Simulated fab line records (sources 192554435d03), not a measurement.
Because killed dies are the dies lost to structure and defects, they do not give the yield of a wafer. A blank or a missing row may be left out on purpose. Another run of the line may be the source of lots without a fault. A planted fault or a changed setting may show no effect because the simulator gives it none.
What tool caused it? || flow n5-finfet || 10 lots with 30 wafers sampled at 5 steps, on a route of 1938 steps

WHAT EACH GAUGE READ, for each wafer
N5_BEOL_M5_THK_MEAS_01.
{"lot": "L259", "measured": "day 8 06:47", "on": "film-metro-02", "M5_ILD_THK (nm)": "119.7 122.0 121.5"}
{"lot": "L260", "measured": "day 8 11:33", "on": "film-metro-02", "M5_ILD_THK (nm)": "118.0 122.2 120.0"}
{"lot": "L264", "measured": "day 9 11:06", "on": "film-metro-01", "M5_ILD_THK (nm)": "120.3 121.4 123.2"}
{"lot": "L265", "measured": "day 9 15:19", "on": "film-metro-02", "M5_ILD_THK (nm)": "117.6 119.9 120.2"}
{"lot": "L267", "measured": "day 9 20:49", "on": "film-metro-01", "M5_ILD_THK (nm)": "122.4 120.9 123.3"}
{"lot": "L268", "measured": "day 10 00:23", "on": "film-metro-01", "M5_ILD_THK (nm)": "100.6 102.7 100.7"}
{"lot": "L273", "measured": "day 12 00:55", "on": "film-metro-02", "M5_ILD_THK (nm)": "99.5 99.5 101.9"}
{"lot": "L276", "measured": "day 12 09:09", "on": "film-metro-01", "M5_ILD_THK (nm)": "120.1 123.7 123.1"}
{"lot": "L277", "measured": "day 12 18:38", "on": "film-metro-01", "M5_ILD_THK (nm)": "117.1 120.0 119.4"}
{"lot": "L280", "measured": "day 13 15:12", "on": "film-metro-01", "M5_ILD_THK (nm)": "118.4 118.1 121.6"}

EACH LOT AND THE TOOL THAT RAN IT (in order: tool; ch and the chambers of the sampled wafers; start)
{"lot": "L259", "N5_BEOL_M4_ANNEAL_80": "pvd-sputter-03, day 8 02:38", "N5_BEOL_M4_ANNEAL_95": "pvd-sputter-03, day 8 03:57", "N5_BEOL_M5_ILD_DEP_00": "pecvd-02 ch 0,1, day 8 06:12", "N5_BEOL_M5_CURE_79": "uv-cure-01 ch 0, day 8 06:26"}
{"lot": "L260", "N5_BEOL_M4_ANNEAL_80": "pvd-sputter-01, day 8 07:27", "N5_BEOL_M4_ANNEAL_95": "pvd-sputter-01, day 8 08:46", "N5_BEOL_M5_ILD_DEP_00": "pecvd-04 ch 0,1, day 8 10:59", "N5_BEOL_M5_CURE_79": "uv-cure-01 ch 2, day 8 11:07"}
{"lot": "L264", "N5_BEOL_M4_ANNEAL_80": "pvd-sputter-02, day 9 06:59", "N5_BEOL_M4_ANNEAL_95": "pvd-sputter-02, day 9 08:18", "N5_BEOL_M5_ILD_DEP_00": "pecvd-02 ch 0,1, day 9 10:31", "N5_BEOL_M5_CURE_79": "uv-cure-03 ch 2, day 9 10:35"}
{"lot": "L265", "N5_BEOL_M4_ANNEAL_80": "pvd-sputter-03, day 9 10:57", "N5_BEOL_M4_ANNEAL_95": "pvd-sputter-03, day 9 12:16", "N5_BEOL_M5_ILD_DEP_00": "pecvd-02 ch 0, day 9 14:43", "N5_BEOL_M5_CURE_79": "uv-cure-02 ch 1, day 9 14:48"}
{"lot": "L267", "N5_BEOL_M4_ANNEAL_80": "pvd-sputter-01, day 9 16:41", "N5_BEOL_M4_ANNEAL_95": "pvd-sputter-01, day 9 18:00", "N5_BEOL_M5_ILD_DEP_00": "pecvd-01 ch 0,1, day 9 20:13", "N5_BEOL_M5_CURE_79": "uv-cure-01 ch 2, day 9 20:17"}
{"lot": "L268", "N5_BEOL_M4_ANNEAL_80": "pvd-sputter-01, day 9 20:15", "N5_BEOL_M4_ANNEAL_95": "pvd-sputter-01, day 9 21:34", "N5_BEOL_M5_ILD_DEP_00": "pecvd-02 ch 0,1, day 9 23:49", "N5_BEOL_M5_CURE_79": "uv-cure-03 ch 1, day 10 00:02"}
{"lot": "L273", "N5_BEOL_M4_ANNEAL_80": "pvd-sputter-01, day 11 20:11", "N5_BEOL_M4_ANNEAL_95": "pvd-sputter-01, day 11 21:31", "N5_BEOL_M5_ILD_DEP_00": "pecvd-02 ch 0,1,2, day 12 00:21", "N5_BEOL_M5_CURE_79": "uv-cure-01 ch 0, day 12 00:29"}
{"lot": "L276", "N5_BEOL_M4_ANNEAL_80": "pvd-sputter-02, day 12 04:32", "N5_BEOL_M4_ANNEAL_95": "pvd-sputter-02, day 12 05:52", "N5_BEOL_M5_ILD_DEP_00": "pecvd-01 ch 0,2, day 12 08:04", "N5_BEOL_M5_CURE_79": "uv-cure-03 ch 0, day 12 08:10"}
{"lot": "L277", "N5_BEOL_M4_ANNEAL_80": "pvd-sputter-03, day 12 14:32", "N5_BEOL_M4_ANNEAL_95": "pvd-sputter-03, day 12 15:51", "N5_BEOL_M5_ILD_DEP_00": "pecvd-04 ch 0,2, day 12 18:04", "N5_BEOL_M5_CURE_79": "uv-cure-01 ch 2, day 12 18:08"}
{"lot": "L280", "N5_BEOL_M4_ANNEAL_80": "pvd-sputter-01, day 13 11:07", "N5_BEOL_M4_ANNEAL_95": "pvd-sputter-01, day 13 12:26", "N5_BEOL_M5_ILD_DEP_00": "pecvd-04 ch 0,2, day 13 14:38", "N5_BEOL_M5_CURE_79": "uv-cure-01 ch 0, day 13 14:46"}
- N5_BEOL_M4_ANNEAL_80: time 240 s.
- N5_BEOL_M4_ANNEAL_95: time 240 s.
- N5_BEOL_M5_ILD_DEP_00: deposits SiCOH lowk from DEMS/porogen, target thk 140.64 nm, time 25.9 s.
- N5_BEOL_M5_CURE_79: cures SiCOH lowk, time 240 s.

THE ANSWER, worked out from the rows above alone
Rule: the usual values come from the lots themselves. Put in order of their means at a reading, lots are off if they are a third of the lots or fewer, leave a main group of 4 or more, and stand apart from it by a gap of 3 or more times the standard deviation of the main group's means; of several such gaps the widest counts. If all means in a main group match to the digits the tables above print for the reading, that group is not used. A lot without any number at a reading at which 4 lots or more have one is off too. Any other lot the step has rows for is counted as sound.
Off: at N5_BEOL_M5_THK_MEAS_01 (M5_ILD_THK), L268, L273. The main group: mean 120.6 nm, standard deviation 1.3.
A tool fits if, at a process step before that reading, it ran every lot that is off, and no sound lot after the first of them. The gauges at N5_BEOL_M5_THK_MEAS_01 are tried like those tools. One fits: N5_BEOL_M5_ILD_DEP_00 on pecvd-02. Its last sound lot is L265 (day 9 14:43), its first lot that is off L268 (day 9 23:49): a fault that began between those two fits.

WHAT THE SIMULATOR PUT IN
Site profile drift: pecvd-02, from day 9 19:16 on, at N5_BEOL_M5_ILD_DEP_00. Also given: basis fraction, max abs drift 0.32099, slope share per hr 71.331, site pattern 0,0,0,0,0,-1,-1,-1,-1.
Lots struck among those shown: L268, L273. This agrees with what the rule above found.
